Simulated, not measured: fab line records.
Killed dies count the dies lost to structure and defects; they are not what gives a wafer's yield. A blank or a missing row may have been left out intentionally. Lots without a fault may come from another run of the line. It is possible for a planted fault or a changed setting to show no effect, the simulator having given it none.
fab line records | flow n5Finfet
record: lots: 5 wafers: 14 lastDay: 17
route steps=1938 shown BEOL_M14@1745 PASSIVATION@1936
lots with no fault: from the same line, run without faults
startH: hours from the record's opening day to when the first of the lot's shown wafers began | waitH: how many hours have passed since the lot's step before this one | " identical to the entry in the row above | L1.1+2: a row that stands for several wafers | - value missing, or start not given | * or withheld: withheld | < > ~ a bound
route shown NAME@n: a module of which the file shows steps, and the number in the route of the first | usual: mean and standard deviation over wafers with no fault | same: alike in all rows | chamber/n: place in a boat | sites: per-site readings | _std_site: the standard deviation of these | _edge_site: inner sites' mean taken away from outer sites' mean | radiusMm: for every site, how far away it sits from the centre of the wafer | mask NAME#n: copy n | behind: the tool/chamber that last shaped the wafer | hold: the reason the lot was held/the length of the hold in hours/how it ended | device: the transistor (n, p or np) that didn't switch | end of line: tests of these same wafers at the route's end | for a step that has no rows: nothing shown but its recipe | killed: count of dies lost to structure and defects at first sort (not the wafer's yield) | map: dies across one wafer; x = killed, . = not, _ = none there
set.NAME: the setting that was run; set.NAME@STEP: the one run at that earlier step | model.NAME: the simulator's own value behind a step, which no gauge read
a table for each step, a row for each wafer; lots at some steps of the route
services: the hour from which a tool's chamber was out of use, counted from the record's first day as startH (under 0 if before that day), plus the number of hours and why
== steps ==
step: N5_BEOL_M14_HARDBAKE_32
recipe: tempC: 130 timeS: 120
step: N5_BEOL_M14_CD_MEAS_28
recipe: targetCdNm: 284.4 landingEnergyEv: 500 detector: seInlens
usual: cdNm: 284.1/2.1
same: landingEnergyEv: 500
columns lot.wafer tool chamber startH waitH cdNm
L160.2 cdSem-03 0 265.96 - 281.0
L160.3 " 0 " " 284.7
L160.5 " 0 " " 283.7
L163.2 cdSem-01 0 300.79 - 284.0
L163.4 " 0 " " 284.5
L163.6 " 0 " " 282.4
L173.1 cdSem-02 0 347.59 - 284.2
L173.5 " 0 " " 284.7
L175.1 cdSem-02 0 368.39 - 285.9
L175.2 " 0 " " 286.0
L175.4 " 0 " " 283.1
L176.1 cdSem-01 0 379.99 - 287.9
L176.5 " 0 " " 286.1
L176.6 " 0 " " 286.6
step: N5_BEOL_M14_OVL_MEAS_29
recipe: pointsPerWafer: 44
usual: M14_OVL: 3/6.1
columns lot.wafer tool chamber startH waitH M14_OVL[nm]
L160.2 overlay-01 0 265.99 0.0 -6
L160.3 " 0 " " 1
L160.5 " 0 " " -1
L163.2 overlay-02 0 300.82 0.0 1
L163.4 " 0 " " 1
L163.6 " 0 " " -2
L173.1 overlay-02 0 347.63 0.0 -4
L173.5 " 0 " " -6
L175.1 overlay-01 0 368.42 0.0 1
L175.2 " 0 " " 4
L175.4 " 0 " " -5
L176.1 overlay-01 0 380.02 0.0 6
L176.5 " 0 " " 8
L176.6 " 0 " " 10
step: N5_BEOL_M14_INSPECT_30
recipe: mode: adi inspectInstrument: macro
usual: rawDefectCount: 2.1/1.3
columns lot.wafer tool chamber startH waitH rawDefectCount
L160.2 defectInspect-01 - 266.01 0.0 3
L160.3 " - " " 4
L160.5 " - " " 3
L163.2 defectInspect-01 - 300.84 0.0 4
L163.4 " - " " 2
L163.6 " - " " 3
L173.1 defectInspect-01 - 347.65 0.0 2
L173.5 " - " " 3
L175.1 defectInspect-01 - 368.45 0.0 3
L175.2 " - " " 2
L175.4 " - " " 3
L176.1 defectInspect-02 - 380.04 0.0 4
L176.5 " - " " 0
L176.6 " - " " 2
step: N5_BEOL_M14_DESCUM_33
recipe: chemistry: O2 timeS: 7.9 sourcePowerW: 50 biasPowerW: 20 pressureMtorr: 20 rfFrequencyHz: 2.712e+07 tempC: 40 o2FlowSccm: 225
usual: drypumpMotorCurrentA: 5.5/0.35 oesProductAu: 0.76/0.084 rfVppV: 242.8/1.3 showerheadPlenumPTorr: 2.07/0.067 tempC: 39.99/0.13 throttleValvePct: 20.59/0.26
columns lot.wafer tool chamber startH waitH drypumpMotorCurrentA oesProductAu rfHoursCounterH rfVppV showerheadPlenumPTorr tempC throttleValvePct
L160.2 rieDiel-01 0 266.05 0.0 5.7 0.80 101 244.8 2.11 39.99 20.55
L160.3 " 1 " " 5.7 0.87 57 243.7 2.11 40.00 20.30
L160.5 " 3 " " 5.7 0.72 - 241.5 2.06 39.85 20.62
L163.2 rieDiel-01 3 300.95 0.1 5.7 0.71 228 242.5 2.05 40.00 20.66
L163.4 " 0 " " 5.7 0.79 114 243.1 2.10 40.05 20.59
L163.6 " 1 " " 5.8 0.83 - 244.7 2.11 39.86 20.32
L173.1 rieDiel-02 3 347.78 0.1 5.1 0.70 241 245.4 2.16 40.05 21.05
L173.5 " 1 " " 5.2 0.72 - 242.8 2.09 40.00 20.61
L175.1 rieDiel-06 0 368.48 0.0 5.2 1.00 0 245.1 2.16 40.17 20.57
L175.2 " 1 " " 5.2 0.85 68 242.7 2.02 40.03 20.25
L175.4 " 3 " " 5.9 0.69 - 239.9 1.97 39.95 20.60
L176.1 rieDiel-01 1 380.08 0.0 5.7 0.81 100 242.5 2.10 40.11 20.38
L176.5 " 0 " " 5.8 0.76 - 242.5 2.09 40.16 20.63
L176.6 " 1 " " 5.7 0.81 - 243.8 2.10 40.06 20.36
step: N5_BEOL_M14_ETCH_67
recipe: chemistry: CF4 target: SiARC targetDepthA: 1430 timeS: 238.3 ionEnergyEv: 80 pressureMtorr: 40 sourceW: 545 biasW: 36 Ar_flow_sccm: 100 cf4FlowSccm: 100 ends: cleared
usual: drypumpMotorCurrentA: 5.5/0.35 etchRfOnTimeS: 239/4.3 oesProductAu: 0.65/0.075 rfVppV: 183.9/1.1 showerheadPlenumPTorr: 2.13/0.058 throttleValvePct: 15.80/0.2
columns lot.wafer tool chamber startH waitH drypumpMotorCurrentA etchRfOnTimeS oesProductAu rfHoursCounterH rfVppV showerheadPlenumPTorr throttleValvePct
L160.2 rieDiel-01 0 266.08 0.0 5.8 241 0.68 101 185.1 2.15 15.68
L160.3 " 1 " " 5.7 236 0.74 57 185.2 2.17 15.56
L160.5 " 3 " " 5.7 228 0.62 - 182.2 2.12 15.91
L163.2 rieDiel-01 3 300.99 0.0 5.7 232 0.61 228 183.9 2.11 15.93
L163.4 " 0 " " 5.8 244 0.66 114 185.6 2.15 15.70
L163.6 " 1 " " 5.7 241 0.72 - 184.3 2.17 15.58
L173.1 rieDiel-02 3 347.82 0.0 5.1 240 0.59 241 182.7 2.19 16.12
L173.5 " 1 " " 5.2 236 0.61 - 183.8 2.13 15.75
L175.1 rieDiel-06 0 368.52 0.0 5.2 233 0.86 0 185.2 2.19 15.58
L175.2 " 1 " " 5.2 236 0.74 68 184.2 2.10 15.56
L175.4 " 3 " " 5.9 237 0.60 - 181.7 2.04 15.93
L176.1 rieDiel-01 1 380.11 0.0 5.7 240 0.69 100 184.1 2.16 15.66
L176.5 " 0 " " 5.7 244 0.63 - 183.8 2.14 15.74
L176.6 " 1 " " 5.7 241 0.69 - 182.9 2.16 15.65
step: N5_BEOL_M14_ETCH_68
recipe: chemistry: N2/H2 target: SOC maskMaterial: SiARC sourceW: 3000 biasW: 350 tempC: 40 timeS: 450 ionEnergyEv: 200 pressureMtorr: 30 n2FlowSccm: 200 h2FlowSccm: 200
usual: drypumpMotorCurrentA: 5.5/0.35 oesProductAu: 0.76/0.085 rfVppV: 523.2/2.3 showerheadPlenumPTorr: 2.52/0.077 tempC: 40.01/0.11 throttleValvePct: 17.94/0.25
columns lot.wafer tool chamber startH waitH drypumpMotorCurrentA oesProductAu rfHoursCounterH rfVppV showerheadPlenumPTorr tempC throttleValvePct
L160.2 rieDiel-01 0 266.23 0.1 5.7 0.80 101 524.8 2.56 39.88 17.89
L160.3 " 1 " " 5.8 0.86 57 524.8 2.57 40.00 17.56
L160.5 " 3 " " 5.7 0.72 - 522.8 2.51 40.17 17.97
L163.2 rieDiel-01 3 301.13 0.1 5.8 0.70 228 522.3 2.50 40.09 18.01
L163.4 " 0 " " 5.8 0.78 114 525.3 2.56 40.00 17.91
L163.6 " 1 " " 5.7 0.84 - 525.3 2.56 39.94 17.58
L173.1 rieDiel-02 3 347.96 0.1 5.1 0.69 242 525.4 2.62 39.94 18.46
L173.5 " 1 " " 5.2 0.72 - 523.1 2.53 40.07 17.87
L175.1 rieDiel-06 0 368.66 0.1 5.2 0.98 0 524.7 2.59 40.12 17.60
L175.2 " 1 " " 5.2 0.86 68 522.9 2.47 40.10 17.65
L175.4 " 3 " " 5.9 0.69 - 519.4 2.42 40.13 18.13
L176.1 rieDiel-01 1 380.26 0.1 5.8 0.80 100 525.5 2.55 39.93 17.61
L176.5 " 0 " " 5.7 0.75 - 523.9 2.55 39.92 17.96
L176.6 " 1 " " 5.8 0.81 - 525.4 2.55 39.99 17.61
step: N5_BEOL_M14_STRIP_69
recipe: chemistry: N2/H2 tempC: 40 n2FlowSccm: 200 h2FlowSccm: 200 rfFrequencyHz: 6e+07
step: N5_BEOL_M14_TRENCH_ETCH_34
recipe: chemistry: C4F8/O2/Ar target: SiO2 targetDepthA: 5566.5 maskMaterial: SOC heInnerTorr: 15 heOuterTorr: 30 timeS: 126.9 ionEnergyEv: 800 pressureMtorr: 20 sourceW: 1905 biasW: 2040 Ar_flow_sccm: 400 C4F8_flow_sccm: 16 O2_flow_sccm: 12
usual: drypumpMotorCurrentA: 5.5/0.35 oes_o_777_au: 0.76/0.08 oesProductAu: 0.75/0.086 rfVppV: 2223/40 showerheadPlenumPTorr: 3.42/0.094 throttleValvePct: 31.12/0.2
columns lot.wafer tool chamber startH waitH drypumpMotorCurrentA oes_o_777_au oesProductAu rfHoursCounterH rfVppV showerheadPlenumPTorr throttleValvePct
L160.2 rieDiel-01 0 266.50 0.0 5.8 0.78 0.79 102 2241 3.47 31.17
L160.3 " 1 " " 5.7 0.83 0.85 57 2262 3.49 30.86
L160.5 " 3 " " 5.7 0.72 0.72 - 2243 3.40 31.12
L163.2 rieDiel-01 3 301.41 0.0 5.7 0.71 0.72 228 2241 3.40 31.13
L163.4 " 0 " " 5.8 0.76 0.78 115 2240 3.47 31.20
L163.6 " 1 " " 5.7 0.82 0.84 - 2262 3.48 30.86
L173.1 rieDiel-02 3 348.24 0.0 5.1 0.70 0.69 242 2280 3.53 31.50
L173.5 " 1 " " 5.2 0.72 0.71 - 2190 3.41 30.93
L175.1 rieDiel-06 0 368.94 0.0 5.3 1.00 0.98 0 2183 3.51 30.94
L175.2 " 1 " " 5.2 0.86 0.87 68 2250 3.38 31.16
L175.4 " 3 " " 5.9 0.71 0.70 - 2155 3.28 31.20
L176.1 rieDiel-01 1 380.53 0.0 5.7 0.79 0.80 100 2262 3.46 30.89
L176.5 " 0 " " 5.7 0.74 0.74 - 2239 3.45 31.22
L176.6 " 1 " " 5.7 0.79 0.80 - 2259 3.46 30.89
step: N5_BEOL_M14_STRIP_70
recipe: chemistry: C4F8/O2/Ar resist: SiARC rfFrequencyHz: 6e+07
step: N5_BEOL_M14_OCD_MEAS_35
usual: trenchDepthNm: 552/10
columns lot.wafer tool chamber startH waitH trenchDepthNm
L160.2 ocd-01 - 266.66 0.0 548
L160.3 " - " " 559
L160.5 " - " " 577
L163.2 ocd-02 - 301.56 0.0 574
L163.4 " - " " 547
L163.6 " - " " 549
L173.1 ocd-01 - 348.39 0.0 548
L173.5 " - " " 546
L175.1 ocd-01 - 369.09 0.0 557
L175.2 " - " " 563
L175.4 " - " " 552
L176.1 ocd-02 - 380.69 0.0 551
L176.5 " - " " 545
L176.6 " - " " 551
step: N5_BEOL_M14_STRIP_37
recipe: chemistry: O2 powerW: 600 tempC: 60 pressureMtorr: 30 rfFrequencyHz: 6e+07 biasPowerW: 0 overashFraction: 0.3 o2FlowSccm: 225
usual: drypumpMotorCurrentA: 5.5/0.33 oesProductAu: 0.77/0.089 rfVppV: 3.7/1 showerheadPlenumPTorr: 2.08/0.063 tempC: 60.00/0.12 throttleValvePct: 16.81/0.23
columns lot.wafer tool chamber startH waitH drypumpMotorCurrentA oesProductAu rfHoursCounterH rfVppV showerheadPlenumPTorr tempC throttleValvePct
L160.2 rieDiel-06 3 270.10 3.4 5.9 0.73 203 3.5 1.99 59.98 16.78
L160.3 " 0 " " 5.2 0.67 240 1.4 2.17 60.07 17.20
L160.5 " 3 " " 5.9 0.73 - 3.7 1.99 60.00 16.80
L163.2 rieDiel-02 2 302.56 1.0 5.3 0.67 239 3.5 1.98 59.82 17.22
L163.4 " 3 " " 5.1 0.70 223 4.0 2.18 60.04 17.25
L163.6 " 3 " " 5.1 0.71 - 4.6 2.18 59.89 17.24
L173.1 rieDiel-02 1 349.53 1.1 5.2 0.71 205 2.1 2.09 60.02 16.84
L173.5 " 1 " " 5.2 0.71 - 6.9 2.09 59.82 16.85
L175.1 rieDiel-01 1 370.43 1.3 5.7 0.81 95 2.5 2.10 60.02 16.66
L175.2 " 2 " " 5.7 0.73 164 3.0 2.10 59.98 16.94
L175.4 " 2 " " 5.6 0.74 - 5.1 2.10 60.09 16.93
L176.1 rieDiel-06 0 382.30 1.6 5.2 0.96 7 3.8 2.16 59.80 16.76
L176.5 " 1 " " 5.2 0.85 - 3.8 2.02 59.98 16.49
L176.6 " 3 " " 5.9 0.70 - 2.7 1.97 60.15 16.93
step: N5_BEOL_M14_ETCH_38
recipe: chemistry: CF4/N2 target: SiCN targetDepthA: 1065 taperDeg: 2 timeS: 120.6 ionEnergyEv: 150 maskMaterial: SiO2 pressureMtorr: 40 sourceW: 430 biasW: 70 Ar_flow_sccm: 100 cf4FlowSccm: 60 n2FlowSccm: 60
usual: drypumpMotorCurrentA: 5.5/0.33 oesProductAu: 0.77/0.089 rfVppV: 381.9/1.8 showerheadPlenumPTorr: 2.20/0.058 throttleValvePct: 15.61/0.19
columns lot.wafer tool chamber startH waitH drypumpMotorCurrentA oesProductAu rfHoursCounterH rfVppV showerheadPlenumPTorr throttleValvePct model.etch.depthNm
L160.2 rieDiel-06 3 270.14 - 5.9 0.72 203 378.9 2.12 15.68 96.03
L160.3 " 0 " " 5.2 0.68 240 382.3 2.26 15.88 93.64
L160.5 " 3 " " 5.9 0.73 - 378.9 2.12 15.68 96.32
L163.2 rieDiel-02 2 302.60 - 5.3 0.69 239 379.2 2.09 16.01 96.15
L163.4 " 3 " " 5.1 0.70 223 385.5 2.27 15.95 95.1
L163.6 " 3 " " 5.1 0.71 - 381.9 2.28 15.94 94.54
L173.1 rieDiel-02 1 349.57 - 5.2 0.64 205 381.5 2.19 15.58 81.88
L173.5 " 1 " " 5.2 0.71 - 381.0 2.19 15.58 95.16
L175.1 rieDiel-01 1 370.47 - 5.7 0.81 95 383.7 2.22 15.46 96.03
L175.2 " 2 " " 5.6 0.73 164 382.4 2.20 15.68 95.28
L175.4 " 2 " " 5.6 0.73 - 381.4 2.20 15.67 95.57
L176.1 rieDiel-06 0 382.34 - 5.2 0.96 7 383.5 2.25 15.41 98.6
L176.5 " 1 " " 5.2 0.86 - 380.9 2.16 15.40 97.91
L176.6 " 3 " " 5.9 0.70 - 378.1 2.10 15.75 95.97
step: N5_BEOL_M14_PRECLEAN_39
recipe: chemistry: residueRemover timeS: 60 tempC: 40
step: N5_PASSIVATION_PROBE_49
usual: defectLimitedYield: 91.4/1.5 killed_at_M0_to_M3: 35/12 killed_at_M4_up: 13/5.8 killedAtContacts: 12/5.5 killedAtFrontEnd: 36/9.9 killedAtOther: 4/3.7 killedDies: 101/18 killedOpen: 66/13 killedShort: 33/8 sort_bin_5_function: 5.0/1 sort_bin_6_memory: 3.2/0.67 sort_bin_8_speed: 0.00/0.0099 sortNPass: 1079/18 sortYieldPct: 91.4/1.5
same: grossDies: 1180 killedAtBackSide: 0 sort_bin_4_leakage[%]: 0
columns lot.wafer tool chamber startH waitH defectLimitedYield[%] killed_at_M0_to_M3 killed_at_M4_up killedAtContacts killedAtFrontEnd killedAtOther killedDies killedOpen killedShort sort_bin_5_function[%] sort_bin_6_memory[%] sort_bin_8_speed[%] sortNPass sortYieldPct[%]
L163.2 prober-02 - 325.81 0.1 92.8 15 10 16 39 5 85 65 19 3.9 3.0 0 1095 92.8
L163.4 prober-02 - 325.91 0.2 89.7 36 19 16 46 5 122 94 28 5.8 4.3 0 1058 89.7
L163.6 prober-02 - 326.01 0.3 92.0 31 17 11 32 3 94 67 27 4.5 3.4 0 1086 92.0
L173.1 prober-02 - 377.08 0.0 92.3 19 7 12 44 9 91 57 25 3.8 3.0 0 1089 92.3
L173.5 prober-02 - 377.28 0.2 91.8 33 6 17 27 14 97 52 43 5.0 2.8 0 1083 91.8
L176.1 prober-02 - 412.09 0.0 91.4 27 18 11 46 0 102 77 21 5.3 3.2 0 1078 91.4
L176.5 prober-02 - 412.29 0.2 92.4 29 20 11 29 1 90 59 30 4.7 2.6 0 1090 92.4
L176.6 prober-02 - 412.34 0.3 92.5 31 6 13 39 0 89 58 29 3.8 3.7 0 1091 92.5
killed by level:class
L163.2 MOL_CONTACT_COAG:geometricParticle:open=16 FIN_SAQP:geometricParticle:open=7 STI_FIN_REVEAL:geometricParticle:open=6 BEOL_M3:geometricParticle:open=6 BEOL_M4:geometricParticle:open=6 STARTING-WAFER:geometricParticle:open=5 DUMMY_GATE:geometricParticle:open=4 ILD0:geometricParticle:open=4
L163.4 STI_FIN_REVEAL:geometricParticle:open=16 MOL_CONTACT_COAG:geometricParticle:open=14 BEOL_M3:geometricParticle:open=10 FIN_SAQP:geometricParticle:open=7 DUMMY_GATE:geometricParticle:open=7 BEOL_M0_SAQP:geometricParticle:short=7 BEOL_M1:geometricParticle:open=7 BEOL_M0_SAQP:geometricParticle:open=6
L163.6 MOL_CONTACT_COAG:geometricParticle:open=10 BEOL_M4:geometricParticle:open=10 BEOL_M3:geometricParticle:open=9 BEOL_M0_SAQP:geometricParticle:short=8 DUMMY_GATE:geometricParticle:open=8 STI_FIN_REVEAL:geometricParticle:open=7 FIN_SAQP:geometricParticle:open=5 BEOL_M1:geometricParticle:open=4
L173.1 MOL_CONTACT_COAG:geometricParticle:open=10 STI_FIN_REVEAL:geometricParticle:open=9 HKMG_FIN:areaEtch=9 FIN_SAQP:geometricParticle:open=7 FIN_SAQP:geometricParticle:short=6 BEOL_M0_SAQP:geometricParticle:open=5 MIM_BOT:geometricParticle:short=5 BEOL_M0_SAQP:geometricParticle:short=4
L173.5 MOL_CONTACT_COAG:geometricParticle:open=14 BEOL_M3:geometricParticle:open=8 BEOL_M0_SAQP:geometricParticle:short=7 MIM_BOT:geometricParticle:short=7 BEOL_M0_SAQP:geometricParticle:open=6 FIN_SAQP:geometricParticle:short=5 ILD0:geometricParticle:short=5 BEOL_M3:geometricParticle:short=5
L176.1 STI_FIN_REVEAL:geometricParticle:open=10 DUMMY_GATE:geometricParticle:open=9 FIN_SAQP:geometricParticle:open=8 BEOL_M3:geometricParticle:open=8 MOL_CONTACT_COAG:geometricParticle:open=7 BEOL_M0_SAQP:geometricParticle:open=6 BEOL_M5:geometricParticle:open=5 MOL_CONTACT_COAG:geometricParticle:short=4
L176.5 MOL_CONTACT_COAG:geometricParticle:open=11 BEOL_M3:geometricParticle:open=10 BEOL_M0_SAQP:geometricParticle:short=7 BEOL_M4:geometricParticle:open=7 FIN_SAQP:geometricParticle:open=5 GATE_CUT:geometricParticle:short=5 BEOL_M0_SAQP:geometricParticle:open=5 DUMMY_GATE:geometricParticle:short=4
L176.6 DUMMY_GATE:geometricParticle:open=13 MOL_CONTACT_COAG:geometricParticle:open=12 STI_FIN_REVEAL:geometricParticle:open=7 BEOL_M2:geometricParticle:short=7 BEOL_M0_SAQP:geometricParticle:short=6 FIN_SAQP:geometricParticle:short=5 FIN_SAQP:geometricParticle:open=4 GATE_CUT:geometricParticle:short=4
== services ==
columns tool chamber startH hours kind
rieDiel-02 2 312.22 9.2 repair
rieDiel-06 0 324.90 17.4 repair
rieDiel-06 3 332.84 3.2 repair
rieDiel-02 2 339.33 - clean
rieDiel-02 2 339.33 - consumableReplace:focusRing
rieDiel-02 2 339.33 - consumableReplace:showerhead
rieDiel-02 2 339.33 25.6 scheduledDown
rieDiel-02 2 339.33 25.6 ventCycle
rieDiel-06 0 342.34 - clean
rieDiel-06 0 342.34 - consumableReplace:focusRing
rieDiel-06 0 342.34 26.0 scheduledDown
rieDiel-06 0 342.34 26.0 ventCycle
rieDiel-01 3 367.73 - clean
rieDiel-01 3 367.73 - consumableReplace:focusRing
rieDiel-01 3 367.73 15.3 scheduledDown
rieDiel-01 3 367.73 15.3 ventCycle
rieDiel-06 2 368.43 - clean
rieDiel-06 2 368.43 - consumableReplace:focusRing
rieDiel-06 2 368.43 23.2 scheduledDown
rieDiel-06 2 368.43 23.2 ventCycle
rieDiel-02 3 369.76 - clean
rieDiel-02 3 369.76 - consumableReplace:focusRing
rieDiel-02 3 369.76 29.4 scheduledDown
rieDiel-02 1 370.46 5.3 repair
== key ==
firstSign none at tools or gauges
modelEffect: step: N5_BEOL_M14_ETCH_38 value: etch.depthNm without: 94.25 struck: 81.88
metAt N5_BEOL_M14_ETCH_38
struckWafers L173.1
onsetBetween 302.60 349.57
fault: kind: processParameterDrift tool: rieDiel-02 chamber: - onsetH: 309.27 steps: N5_BEOL_M14_ETCH_38 channel: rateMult offset: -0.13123 shape: step endH: 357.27 scope: struckWafersOnly
